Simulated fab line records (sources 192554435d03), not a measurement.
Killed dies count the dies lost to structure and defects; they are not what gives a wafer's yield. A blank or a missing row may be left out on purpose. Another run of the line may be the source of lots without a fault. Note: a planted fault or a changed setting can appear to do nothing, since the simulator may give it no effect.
Comparing a struck lot with a sound one | flow n5-finfet | 15 out of 1938 route steps
Sound: wafers L444.1, L444.2, L444.6. Struck: wafers L441.2, L441.3, L441.6. Last of all comes the cause.
Order at every step that has rows: each side's tool, ch and its chambers, its first start. Under that, the readings that differ: sound wafers | struck wafers | difference of the means | sigmas: that difference in standard deviations of wafers without a fault.
alike: readings with means less than 2 such deviations apart, plus words and numbers identical on both sides. not compared: withheld readings, readings lacking a value on some wafer, bounds such as >300 that could conceal the same value, and numbers that have no deviation in the record and whose values overlap.
A row with sigmas, a row that says differs or no value, or rows on one side alone: a step with any of these is where the two part. Non-overlapping numbers with no deviation appear without sigmas and do not part them. A reading missing from all wafers of one side parts the sides only when that side holds two or more wafers.

first, 7 steps without rows for these wafers: N5_ZERO_LAYER_COAT_05 (resist thk 1000 nm); N5_ZERO_LAYER_EBR_07; N5_ZERO_LAYER_SOFTBAKE_06 (time 90 s); N5_ZERO_LAYER_EXPOSE_08 (exposes mask ZERO, defocus 0 nm, target cd 2000 nm); N5_ZERO_LAYER_PEB_09; N5_ZERO_LAYER_DEVELOP_10 (develop time 60 s); N5_ZERO_LAYER_HARDBAKE_23 (time 120 s).
N5_ZERO_LAYER_CD_MEAS_11: target cd 2000 nm.
  sound on cd-sem-02 ch 0, day 5 00:40; struck on cd-sem-03 ch 0, day 4 06:47
  alike: cd-nm
N5_ZERO_LAYER_DESCUM_16: chemistry O2, time 7.9 s.
  sound on rie-diel-05 ch 0,2,3, day 5 01:14; struck on rie-diel-04 ch 0,1, day 4 06:49
  reading                         | sound          | struck         | difference | sigmas
  oes-product-au (a.u.)           | 0.78 0.71 0.73 | 0.93 0.76 0.94 | +0.14      | +2
  showerhead-plenum-p-Torr (Torr) | 2.09 2.07 2.08 | 2.23 2.11 2.23 | +0.11      | +3
  alike: drypump-motor-current-A, rf-vpp-V, throttle-valve-pct
  not compared: rf-hours-counter-h
N5_ZERO_LAYER_ETCH_17: etches SiO2 in CF4, target depth 12 nm, time 13.3 s.
  sound on rie-diel-05 ch 0,2,3, day 5 01:16; struck on rie-diel-04 ch 0,1, day 4 06:52
  reading                         | sound             | struck            | difference | sigmas
  oes-product-au (a.u.)           | 0.78 0.71 0.72    | 0.91 0.74 0.91    | +0.12      | +2
  rf-vpp-V (V)                    | 947.8 947.7 948.7 | 957.3 948.7 958.2 | +6.7       | +3
  showerhead-plenum-p-Torr (Torr) | 2.17 2.13 2.13    | 2.27 2.15 2.27    | +0.09      | +2
  alike: drypump-motor-current-A, throttle-valve-pct
  not compared: rf-hours-counter-h
N5_ZERO_LAYER_ETCH_18: etches Si in HBr/Cl2, target depth 120 nm, time 40 s.
  sound on rie-si-06 ch 0,1,3, day 5 01:20; struck on rie-si-03 ch 0,1,3, day 4 06:56
  alike: drypump-motor-current-A, oes-product-au, throttle-valve-pct
  not compared: rf-hours-counter-h
N5_ZERO_LAYER_STRIP_24: strips in O2.
  sound on plasma-asher-01 ch 0,1, day 5 01:26; struck on plasma-asher-01 ch 0,1, day 4 07:02
  alike: chamber-pressure-mTorr, drypump-motor-current-A, heater-power-w, oes-product-au, strip-time-to-endpoint-s
  not compared: rf-hours-counter-h
N5_ZERO_LAYER_STRIP_19: strips in SPM, time 900 s.
  sound on wet-bench-04 ch 0,2,3, day 5 01:32; struck on wet-bench-02 ch 2,3,6, day 4 07:07
  no value came back on the struck wafers for bath-guard-temp-C (C), bath-heat-duty-pct (%); on the sound wafers bath-guard-temp-C (C) reads 129.4 129.4 130.4
N5_ZERO_LAYER_INSPECT_20: inspects for defects (darkfield).
  sound on defect-inspect-02 at day 5 01:48; struck on defect-inspect-02 at day 4 07:25
  alike: raw-defect-count
-- the record jumps here: 18 days lie between the struck wafers' starts before and after (it left off in module ZERO_LAYER and takes up again in module PASSIVATION, whose first step shown is number 1936 of the route) --
N5_PASSIVATION_PROBE_49:
  sound on prober-02 at day 23 07:56; struck on prober-02 at day 22 09:00
  alike: defect-limited-yield, killed_at_M0_to_M3, killed_at_M4_up, killed-at-contacts, killed-at-front-end, killed-at-other, killed-dies, killed-on-rim, killed-open, killed-short, sort_bin_5_function, sort_bin_6_memory, sort_bin_8_speed, sort-n-pass, sort-yield-pct

== WHERE THEY PART ==
Last at N5_ZERO_LAYER_STRIP_19 as far as this record goes, first at N5_ZERO_LAYER_DESCUM_16. Later steps at which nothing parts them and some readings are alike: N5_ZERO_LAYER_INSPECT_20, N5_PASSIVATION_PROBE_49.

WHY: what the simulator had put in
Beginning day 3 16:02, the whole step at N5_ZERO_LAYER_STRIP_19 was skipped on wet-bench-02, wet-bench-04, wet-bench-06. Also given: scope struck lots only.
